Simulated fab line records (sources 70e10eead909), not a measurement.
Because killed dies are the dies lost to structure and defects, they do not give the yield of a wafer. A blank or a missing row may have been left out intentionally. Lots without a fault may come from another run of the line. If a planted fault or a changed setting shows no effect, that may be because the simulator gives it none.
Which tool did it? + flow nand harc + 13 lots, 39 wafers sampled, at 6 steps of a route of 1302

## WHAT THE GAUGES READ, wafer by wafer
NHARC_A_ZERO_WELL_CD_MEAS_10: the cd target is 2000 nm. Usual: cd nm 1999.4 nm, standard deviation 2.6.
| lot  | measured     | on        | cd nm (nm)           | flag |
|------|--------------|-----------|----------------------|------|
| L362 | day 6 14:05  | cd sem-01 | 2001.9 2000.9 1996.7 |      |
| L363 | day 7 04:35  | cd sem-02 | 1998.7 2000.1 1995.0 |      |
| L364 | day 7 13:52  | cd sem-01 | 1999.6 2001.4 1995.5 |      |
| L365 | day 8 02:26  | cd sem-03 | 1999.7 2001.2 2006.5 |      |
| L368 | day 9 01:58  | cd sem-02 | 2000.9 1995.7 1999.5 |      |
| L370 | day 9 22:40  | cd sem-02 | 2000.7 1995.2 2000.8 |      |
| L369 | day 9 23:39  | cd sem-02 | 2000.6 2000.5 2002.4 |      |
| L371 | day 10 14:56 | cd sem-02 | 2000.8 2000.0 1994.8 |      |
| L372 | day 11 00:43 | cd sem-02 | 1999.9 1998.4 1999.6 |      |
| L373 | day 11 06:43 | cd sem-03 | 1994.8 1998.5 2000.3 |      |
| L379 | day 13 22:40 | cd sem-01 | 1999.8 1998.5 2002.6 |      |
| L381 | day 14 20:15 | cd sem-02 | 2001.3 1997.3 1999.9 |      |
| L384 | day 15 20:52 | cd sem-03 | 1999.4 1995.5 1997.4 |      |

NHARC_A_ONON_D1_THK_MEAS_08: measures by ellipsometry. Usual: thk nm 998 nm, standard deviation 9.3.
| lot  | measured     | on            | thk nm (nm)    | flag |
|------|--------------|---------------|----------------|------|
| L362 | day 7 14:08  | film metro-02 | 1011 1010 1011 |      |
| L363 | day 8 04:05  | film metro-01 | 990 990 991    |      |
| L364 | day 8 13:40  | film metro-02 | 995 996 996    |      |
| L365 | day 9 02:00  | film metro-02 | 999 997 998    |      |
| L368 | day 10 00:43 | film metro-01 | 1016 1015 1015 |      |
| L370 | day 10 23:27 | film metro-01 | 1006 1009 1005 |      |
| L369 | day 10 23:26 | film metro-02 | 999 997 1001   |      |
| L371 | day 11 16:07 | film metro-02 | 1015 1016 1015 |      |
| L372 | day 12 00:14 | film metro-01 | 994 994 996    |      |
| L373 | day 12 06:07 | film metro-02 | 979 979 978    |      |
| L379 | day 15 00:01 | film metro-01 | 843 842 842    | OFF  |
| L381 | day 15 19:19 | film metro-02 | 827 830 827    | OFF  |
| L384 | day 16 22:42 | film metro-01 | 987 988 989    |      |

NHARC_END_SORT_01. Usual: killed at array 56, standard deviation 20; killed at other 0.9, standard deviation 1.1; killed at periphery 3.7, standard deviation 3; killed dies 61, standard deviation 21; killed open 2.9, standard deviation 1.6; killed short 2.6, standard deviation 1.4.
| lot  | measured     | on        | killed at array | killed at other | killed at periphery | killed dies | killed open | killed short | flag |
|------|--------------|-----------|-----------------|-----------------|---------------------|-------------|-------------|--------------|------|
| L379 | day 31 18:04 | prober-01 | 675 676 673     | 0 0 0           | 2 1 4               | 677 677 677 | 2 2 4       | 4 2 1        | OFF  |
| L381 | day 32 19:23 | prober-01 | 675 673 673     | 0 0 0           | 2 4 4               | 677 677 677 | 3 5 1       | 3 2 2        | OFF  |

## EACH LOT AND THE TOOL THAT RAN IT (in order: tool; ch and the chambers of the sampled wafers; start)
| lot  | NHARC_P_BONDPAD_CMP_19        | NHARC_A_ONON_D1_DEP_06           | NHARC_A_CHANNEL_HOLE_D1_DEP_01 |
|------|-------------------------------|----------------------------------|--------------------------------|
| L362 | cmp-01 ch 0,2, day 6 12:16    | pecvd onon-04 ch 0, day 7 13:38  | pecvd-02 ch 0,1,2, day 8 04:02 |
| L363 | cmp-03 ch 0,1,2, day 7 02:44  | pecvd onon-04 ch 0, day 8 03:38  | pecvd-01 ch 1,2, day 9 00:53   |
| L364 | cmp-01 ch 0,1,3, day 7 12:10  | pecvd onon-04 ch 0, day 8 13:10  | pecvd-01 ch 0,2, day 9 10:38   |
| L365 | cmp-02 ch 2,3, day 8 00:37    | pecvd onon-01 ch 0, day 9 01:34  | pecvd-02 ch 0,1, day 9 16:44   |
| L368 | cmp-02 ch 1,3, day 9 00:07    | pecvd onon-04 ch 0, day 10 00:10 | pecvd-01 ch 0,2, day 10 15:40  |
| L370 | cmp-02 ch 1,2, day 9 20:49    | pecvd onon-02 ch 0, day 10 22:59 | pecvd-04 ch 0,2, day 11 19:24  |
| L369 | cmp-02 ch 1,3, day 9 21:49    | pecvd onon-04 ch 0, day 10 22:56 | pecvd-02 ch 1,2, day 11 20:25  |
| L371 | cmp-03 ch 0,1,3, day 10 13:04 | pecvd onon-04 ch 0, day 11 15:43 | pecvd-01 ch 1,2, day 12 11:50  |
| L372 | cmp-03 ch 0,2,3, day 10 22:53 | pecvd onon-04 ch 0, day 11 23:43 | pecvd-01 ch 0,1, day 12 15:37  |
| L373 | cmp-02 ch 0,3, day 11 05:00   | pecvd onon-02 ch 0, day 12 05:36 | pecvd-02 ch 0,2, day 12 20:26  |
| L379 | cmp-01 ch 0,1, day 13 20:50   | pecvd onon-04 ch 0, day 14 23:34 | -                              |
| L381 | cmp-02 ch 0,3, day 14 18:25   | pecvd onon-04 ch 0, day 15 18:55 | -                              |
| L384 | cmp-01 ch 0,1,3, day 15 19:11 | pecvd onon-02 ch 0, day 16 22:18 | pecvd-04 ch 0,1, day 17 13:04  |
- NHARC_P_BONDPAD_CMP_19: polishes, t overpolish 30 s, cu recess touch 16 s, target thk 160.81 nm.
- NHARC_A_ONON_D1_DEP_06: target thk 1000 nm.
- NHARC_A_CHANNEL_HOLE_D1_DEP_01: deposits SiON, target thk 140 nm.

## WHAT THE TOOLS THEMSELVES READ (means of the sampled wafers that have a number; where no wafer has one, the mark that the record gives instead)
NHARC_P_BONDPAD_CMP_19. Usual: motor current A 12.1 A, standard deviation 1.1; overpolish run s 30.000 s, standard deviation 0.0096.
| lot  | tool   | motor current A (A) | overpolish run s (s) | flag |
|------|--------|---------------------|----------------------|------|
| L362 | cmp-01 | 12.9                | 29.997               |      |
| L363 | cmp-03 | 12.0                | 29.995               |      |
| L364 | cmp-01 | 12.2                | 30.008               |      |
| L365 | cmp-02 | 11.2                | 30.000               |      |
| L368 | cmp-02 | 10.9                | 29.997               |      |
| L370 | cmp-02 | 11.2                | 30.010               |      |
| L369 | cmp-02 | 11.1                | 29.997               |      |
| L371 | cmp-03 | 12.4                | 29.986               |      |
| L372 | cmp-03 | 12.2                | 30.003               |      |
| L373 | cmp-02 | 12.0                | 29.991               |      |
| L379 | cmp-01 | 11.9                | 29.999               |      |
| L381 | cmp-02 | 13.4                | 29.995               |      |
| L384 | cmp-01 | 11.9                | 29.988               |      |

NHARC_A_ONON_D1_DEP_06. Usual: sih4 flow sccm 210.0 sccm, standard deviation 0.64.
| lot  | tool          | sih4 flow sccm (sccm) | flag |
|------|---------------|-----------------------|------|
| L362 | pecvd onon-04 | 209.5                 |      |
| L363 | pecvd onon-04 | 210.5                 |      |
| L364 | pecvd onon-04 | 209.6                 |      |
| L365 | pecvd onon-01 | 210.3                 |      |
| L368 | pecvd onon-04 | 209.0                 |      |
| L370 | pecvd onon-02 | 210.9                 |      |
| L369 | pecvd onon-04 | 209.6                 |      |
| L371 | pecvd onon-04 | 210.7                 |      |
| L372 | pecvd onon-04 | 208.9                 |      |
| L373 | pecvd onon-02 | 209.8                 |      |
| L379 | pecvd onon-04 | 209.8                 |      |
| L381 | pecvd onon-04 | 209.9                 |      |
| L384 | pecvd onon-02 | 210.4                 |      |

NHARC_A_CHANNEL_HOLE_D1_DEP_01. Usual: heater power w 725 W, standard deviation 87.
| lot  | tool     | heater power w (W) | flag |
|------|----------|--------------------|------|
| L362 | pecvd-02 | 764                |      |
| L363 | pecvd-01 | 810                |      |
| L364 | pecvd-01 | 792                |      |
| L365 | pecvd-02 | 795                |      |
| L368 | pecvd-01 | 768                |      |
| L370 | pecvd-04 | 656                |      |
| L369 | pecvd-02 | 691                |      |
| L371 | pecvd-01 | 741                |      |
| L372 | pecvd-01 | 829                |      |
| L373 | pecvd-02 | 759                |      |
| L384 | pecvd-04 | 621                |      |

## THE ANSWER, worked out from the rows above alone
Rule: a lot is off if the mean of its wafers that have a number lies more than 3 standard deviations from the usual mean. Also off: a lot with no number at a reading for which 4 or more lots have one. Where the step has rows for the other lots, those lots are counted as sound. After the gauges, taken in route order, come the tools' own readings; for these a lot's mean is taken, as printed above. At the first step where some lot is off, the reading lying furthest off is the one used; lots without a number count as furthest.
Off: L379, L381, at NHARC_A_ONON_D1_THK_MEAS_08 (thk nm).
A tool fits if, at a process step before that reading, it ran every lot that is off, and no sound lot after the first of them. Not tried: the gauges at NHARC_A_ONON_D1_THK_MEAS_08; whatever is off there is also off at NHARC_END_SORT_01, on other tools, and gauge error can't account for it. One candidate fits, namely pecvd onon-04 at NHARC_A_ONON_D1_DEP_06. A fault onset in the window from L372 (day 11 23:43, its last sound lot) to L379 (day 14 23:34, its first lot off) fits.

## WHAT THE SIMULATOR HAD INSERTED
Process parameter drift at NHARC_A_ONON_D1_DEP_06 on pecvd onon-04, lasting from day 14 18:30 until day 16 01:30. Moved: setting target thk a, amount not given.
Struck lots among those shown: L379, L381. The rule given above showed the same thing.
